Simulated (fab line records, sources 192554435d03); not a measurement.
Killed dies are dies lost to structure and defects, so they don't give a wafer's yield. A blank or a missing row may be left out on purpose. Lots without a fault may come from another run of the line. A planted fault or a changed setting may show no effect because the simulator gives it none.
Split-lot experiment | flow n5_finfet | 7 lots, 21 wafers read, on a route of 1938 steps

THE SPLIT
At N5_MOL_CONTACT_COAG_EXPOSE_37 (exposes mask VD, defocus 0 nm), the setting dose_mj was moved away from the recipe's 62 on 9 of the 21 wafers read, by -7.0% to +6.9%. The other wafers ran this setting at the recipe's value.

FROM THE SPLIT TO THE READING: what the file shows between them, 2 steps
- N5_MOL_CONTACT_COAG_PEB_38: peb time 60 s
- N5_MOL_CONTACT_COAG_DEVELOP_39: develop time 30 s

THE READING
cd_nm, in nm, at N5_MOL_CONTACT_COAG_CD_MEAS_40 (target cd 25.1 nm). Fault-free wafers of this fab line usually give 25.02 nm, standard deviation 0.25 nm.

wafer  | tool, chamber at the split | dose_mj as run | against the recipe | cd_nm, nm | against lot-mates on the recipe
L078.3 | euv_scanner-01, 0          | 62             | recipe             | 24.47     | -
L078.4 | euv_scanner-01, 0          | 62             | recipe             | 24.69     | -
L078.5 | euv_scanner-01, 0          | 62             | recipe             | 24.87     | -
L082.2 | euv_scanner-02, 0          | 59.48          | -4.1%              | 24.66     | -0.65
L082.4 | euv_scanner-02, 0          | 59.48          | -4.1%              | 24.29     | -1.02
L082.6 | euv_scanner-02, 0          | 62             | recipe             | 25.31     | -
L084.1 | euv_scanner-02, 0          | 62             | recipe             | 24.82     | -
L084.2 | euv_scanner-02, 0          | 62             | recipe             | 24.79     | -
L084.4 | euv_scanner-02, 0          | 66.25          | +6.9%              | 26.28     | +1.48
L086.1 | euv_scanner-01, 0          | 59.37          | -4.2%              | 24.28     | -0.95
L086.5 | euv_scanner-01, 0          | 62             | recipe             | 25.38     | -
L086.6 | euv_scanner-01, 0          | 62             | recipe             | 25.08     | -
L089.1 | euv_scanner-01, 0          | 57.64          | -7.0%              | 23.76     | no lot-mate on the recipe
L089.3 | euv_scanner-01, 0          | 57.64          | -7.0%              | 23.58     | no lot-mate on the recipe
L089.4 | euv_scanner-01, 0          | 57.64          | -7.0%              | 23.32     | no lot-mate on the recipe
L090.4 | euv_scanner-01, 0          | 62             | recipe             | 25.33     | -
L090.5 | euv_scanner-01, 0          | 62             | recipe             | 24.98     | -
L090.6 | euv_scanner-01, 0          | 62             | recipe             | 25.03     | -
L093.1 | euv_scanner-01, 0          | 57.81          | -6.8%              | 23.77     | -1.51
L093.4 | euv_scanner-01, 0          | 62             | recipe             | 25.28     | -
L093.6 | euv_scanner-01, 0          | 57.81          | -6.8%              | 23.69     | -1.59

THE FIT
A straight line over all 21 wafers: cd_nm changes by +0.191 nm for each +1% of dose_mj; r = +0.94; the points scatter about the line by 0.26 nm.
The same after taking each lot's own level away (the mean of its wafers on the recipe; 18 wafers): +0.221 nm for each +1%; r = +0.98; scatter 0.13 nm.
On that fit, the largest move of dose_mj shifts the reading by 1.6 nm.
The lots' own levels span 24.677 to 25.310 nm, that is 2.5 times the standard deviation above.
So the lot-to-lot level changes the slope: the two fits differ.
Check: with one of the wafers moved furthest among these (+6.9%) left out of the fit, the line predicts +1.54 nm for it against its lot-mates. It came out at +1.48 nm against them.

THE FILE'S OWN FIT
cd_nm changes by +0.22 nm for each +1% of dose_mj, r = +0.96.
